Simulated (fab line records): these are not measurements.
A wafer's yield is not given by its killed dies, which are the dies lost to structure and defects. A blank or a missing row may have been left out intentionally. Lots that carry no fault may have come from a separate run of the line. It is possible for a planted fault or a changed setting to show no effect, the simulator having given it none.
Struck lot and sound lot, side by side || flow nand_harc || 41 out of 1159 route steps
Sound: these wafers, L788.1, L788.4, L788.5. Struck: wafer L800.5 (left out: L800.2, L800.6 of the same lot, which were not struck); the cause appears at the end.
Order at every step that has rows: each side's tool, ch and its chambers, its first start. Under that, the readings that differ: sound wafers || struck wafers || difference of the means || sigmas: that difference in standard deviations of wafers without a fault.
alike: same words and numbers on both sides, and readings whose means sit less than 2 such deviations apart. not compared: any withheld reading, any reading some wafer has no value for, any bound like >300 that may hide the same value, and any number with overlapping values for which the record gives no deviation.
A row with sigmas, a row that says differs or no value, or rows on one side alone: a step with any of these is where the two part. Numbers that don't overlap but have no deviation are shown without sigmas and don't part them. Lack of a reading on every wafer of one side parts them only where that side has two or more wafers.

NHARC_A_M0_CD_MEAS_09: the cd target is 80 nm.
  sound on cd_sem-02 ch 0, day 18 19:17; struck on cd_sem-02 ch 0, day 21 22:34
  alike: cd_nm
NHARC_A_M0_OVL_MEAS_10: pitch 160 nm.
  sound: overlay-01 at day 18 19:22; struck: overlay-01 at day 21 22:38
  alike: overlay_x_nm, overlay_y_nm
NHARC_A_M0_INSPECT_11:
  sound: defect_inspect-01 at day 18 19:25; struck: defect_inspect-01 at day 21 22:41
  alike: raw_defect_count
then, 3 steps without rows for these wafers: NHARC_A_M0_DESCUM_14 (chemistry O2, time 3 s); NHARC_A_M0_ETCH_34 (etches the open film in N2/H2, target depth 40 nm, overetch 12 nm, time 43.94 s); NHARC_A_M0_ETCH_15 (etches the open film in C4F8/Ar, target depth 150 nm, overetch 15 nm, time 82.5 s).
NHARC_A_M0_CD_MEAS_16:
  sound: cd_sem-01 at day 18 19:52; struck: cd_sem-03 at day 21 23:02
  alike: cd_nm
then, 2 steps without rows for these wafers: NHARC_A_M0_STRIP_18 (strips in N2/H2); NHARC_A_M0_STRIP_19 (strips in post etch residue remover, time 600 s).
NHARC_A_M0_DEGAS_28: time 60 s.
  sound: pvd_sputter-02 at day 18 20:32; struck: pvd_sputter-02 at day 21 23:40
  alike: heater_power_w
NHARC_A_M0_PRE_CLEAN_29: time 30 s.
  sound on pvd_sputter-02; struck on pvd_sputter-02
  alike: heater_power_w
then, 1 step without rows for these wafers: NHARC_A_M0_PVD_20 (deposits TaN, target thk 5 nm, time 8.06 s).
NHARC_A_M0_PVD_21: deposits Cu, target thk 30 nm, time 20.49 s.
  sound: pvd_sputter-02 at day 18 20:45; struck: pvd_sputter-02 at day 21 23:53
  alike: throttle_valve_pct
then, 4 steps without rows for these wafers: NHARC_A_M0_ECD_22 (material Cu, target thk 400 nm); NHARC_A_M0_ANNEAL_30 (time 90 s); NHARC_A_M0_CMP_23 (polishes, t overpolish 20 s, target thk 113.75 nm); NHARC_A_M0_SRD_25.
NHARC_A_M0_INSPECT_27:
  sound: defect_inspect-01 at day 18 22:05; struck: defect_inspect-02 at day 22 01:13
  alike: raw_defect_count
then, 12 steps without rows for these wafers: NHARC_A_M0_PRE_CLEAN_31 (time 12 s); NHARC_A_M0_DEP_32 (deposits SiCN, target thk 30 nm); NHARC_A_M1_DEP_00 (deposits SiOC, target thk 182.5 nm); NHARC_A_M1_DEHYDRATE_01 (time 120 s); NHARC_A_M1_HMDS_02 (time 30 s); NHARC_A_M1_COAT_34 (time 65 s); NHARC_A_M1_COAT_03 (resist thk 90 nm); NHARC_A_M1_SOFTBAKE_04 (time 55 s); NHARC_A_M1_EBR_05; NHARC_A_M1_EXPOSE_06 (exposes mask A M1, target cd 120 nm); NHARC_A_M1_PEB_07 (peb time 65 s); NHARC_A_M1_DEVELOP_08 (develop time 35 s).
NHARC_A_M1_CD_MEAS_09: the cd target is 120 nm.
  the record has rows for the sound wafers here (cd_sem-01 ch 0, day 18 23:25) and none for the struck ones
NHARC_A_M1_OVL_MEAS_10: pitch 240 nm.
  the record holds rows for the sound wafers here (overlay-02, day 18 23:30) but none for the struck ones
NHARC_A_M1_INSPECT_11:
  the record holds rows for the sound wafers here (defect_inspect-02, day 18 23:32) but none for the struck ones
NHARC_A_M1_DESCUM_14: chemistry O2, time 3 s.
  the record has rows for the sound wafers here (rie_diel-03 ch 0,2,3, day 18 23:36) and none for the struck ones
then, 1 step without rows for these wafers: NHARC_A_M1_ETCH_35 (etches the open film in N2/H2, target depth 40 nm, overetch 12 nm, time 43.94 s).
NHARC_A_M1_ETCH_15: etches the open film in C4F8/Ar, target depth 182.5 nm, time 91.2 s.
  the record has rows for the sound wafers here (rie_diel-03 ch 0,2,3) and none for the struck ones
NHARC_A_M1_CD_MEAS_16:
  the record holds rows for the sound wafers here (cd_sem-03, day 18 23:55) but none for the struck ones
then, 1 step without rows for these wafers: NHARC_A_M1_STRIP_18 (strips in N2/H2).
NHARC_A_M1_ETCH_28: etches the open film in CF4/N2, target depth 30 nm, time 72.99 s.
  the record has rows for the sound wafers here (rie_diel-03 ch 0,2,3) and none for the struck ones
then, 1 step without rows for these wafers: NHARC_A_M1_STRIP_19 (strips in post etch residue remover, time 600 s).
NHARC_END_SORT_01:
  sound on prober-01 ch 0, day 20 14:34; struck on prober-01 ch 0, day 23 17:58
{"reading": "defect_limited_yield (%)", "sound": "95.9 96.3 96.0", "struck": 0, "difference": -96, "sigmas": -69}
{"reading": "killed_at_array", "sound": "23 23 25", "struck": 672, "difference": "+648", "sigmas": "+72"}
{"reading": "killed_dies", "sound": "28 25 27", "struck": 677, "difference": "+650", "sigmas": "+71"}
{"reading": "sort_bin_2_pct (%)", "sound": "1.9 1.2 1.5", "struck": 95.6, "difference": "+94.1", "sigmas": "+99 or more"}
{"reading": "sort_n_pass", "sound": "649 652 650", "struck": 0, "difference": -650, "sigmas": -71}
{"reading": "sort_rim_yield_pct (%)", "sound": "96.2 97.2 100.0", "struck": 0, "difference": -98, "sigmas": -33}
{"reading": "sort_yield_pct (%)", "sound": "95.9 96.3 96.0", "struck": 0, "difference": -96, "sigmas": -69}
  alike: killed_at_other, killed_at_periphery, killed_open, killed_short, sort_bin_3_pct, sort_bin_4_pct

WHERE THEY PART
At NHARC_A_M1_CD_MEAS_09 first; at NHARC_END_SORT_01 last (within this record only).

WHY: what had been put in by the simulator
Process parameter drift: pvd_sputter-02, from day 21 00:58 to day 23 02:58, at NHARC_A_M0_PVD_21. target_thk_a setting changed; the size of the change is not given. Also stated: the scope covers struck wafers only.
